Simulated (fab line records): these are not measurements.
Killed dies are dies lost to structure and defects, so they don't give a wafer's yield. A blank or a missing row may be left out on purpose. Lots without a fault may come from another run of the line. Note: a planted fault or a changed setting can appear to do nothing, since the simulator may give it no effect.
2 desks looking at one fault | flow nand harc | every desk sees just its own numbers, and what lay behind them comes last

AT THE TOOL OWNER'S DESK: rie diel-10
The tool's own readings at NHARC_A_CHANNEL_HOLE_D1_ETCH_44 (etches the open film in CF4/O2, target depth 140 nm, overetch 14 nm, time 77 s): means of the sampled wafers that have a number, for each lot that ran on this tool. If a lot's mean is further than 4 standard deviations from the usual mean, the lot is out of limits and carries the mark OUT (the distance appears in the brackets).
Columns: A = drypump motor current A at NHARC_A_CHANNEL_HOLE_D1_ETCH_44, usual 5.7 A; B = oes product au at NHARC_A_CHANNEL_HOLE_D1_ETCH_44, usual 0.996 a.u.; C = rf vpp V at NHARC_A_CHANNEL_HOLE_D1_ETCH_44, usual 197.8 V; D = run length s at NHARC_A_CHANNEL_HOLE_D1_ETCH_44, usual 98.2 s; E = showerhead plenum p Torr at NHARC_A_CHANNEL_HOLE_D1_ETCH_44, usual 1.33 Torr; F = throttle valve pct at NHARC_A_CHANNEL_HOLE_D1_ETCH_44, usual 13.399 %
lot  | first seen here | A   | B     | C     | D              | E    | F
L791 | day 8 23:33     | 5.6 | 0.997 | 198.6 | 98.1           | 1.38 | 13.398
L792 | day 9 03:31     | 5.8 | 0.985 | 198.2 | 97.8           | 1.32 | 13.399
L794 | day 9 11:29     | 6.1 | 0.993 | 198.2 | 98.3           | 1.34 | 13.398
L800 | day 10 18:49    | 5.3 | 0.990 | 198.0 | 89.3 (-27) OUT | 1.36 | 13.387
L802 | day 11 23:10    | 6.0 | 0.986 | 196.2 | 88.9 (-28) OUT | 1.30 | 13.400
Finding of this desk: L800, L802 out of limits; the first was L800 at day 10 18:49, on run length s at NHARC_A_CHANNEL_HOLE_D1_ETCH_44. L791, L792, L794: within limits.

THE METROLOGY DESK
What the gauges read for every lot (on any tool): the sampled wafers with a number, averaged. If a lot's mean is further than 4 standard deviations from the usual mean, the lot is out of limits and carries the mark OUT (the distance appears in the brackets).
Columns: A = thk nm at NHARC_A_ONON_D1_THK_MEAS_21, usual 999 nm
lot  | first seen here | A
L791 | day 8 12:25     | 993
L792 | day 8 12:27     | 1007
L794 | day 8 22:41     | 993
L800 | day 10 05:47    | 994
L802 | day 11 09:19    | 985
L804 | day 11 09:19    | 988
L803 | day 11 09:40    | 1016
L809 | day 12 08:25    | 988
L810 | day 12 08:25    | 1012
L812 | day 13 06:25    | 998
L811 | day 13 06:28    | 979
L814 | day 13 15:35    | 1016
Finding of this desk: none of the 12 lots has anything out of limits.

ALL TOGETHER
At day 10 18:49, on L800, L802, the tool owner's desk was in a position to raise an alarm.
At the metrology desk, nothing out of limits was observed.
The metrology desk has L800, L802 on record, within its limits.
Every lot named ran NHARC_A_CHANNEL_HOLE_D1_ETCH_44 on rie diel-10.

WHAT THE SIMULATOR HAD INSERTED
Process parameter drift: rie diel-10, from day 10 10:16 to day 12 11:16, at NHARC_A_CHANNEL_HOLE_D1_ETCH_44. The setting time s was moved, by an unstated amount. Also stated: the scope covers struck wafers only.
Shown lots that were struck: L800, L802.
How many hours passed from the start of the fault until each desk's first out-of-limits reading: the tool owner's desk, 9.
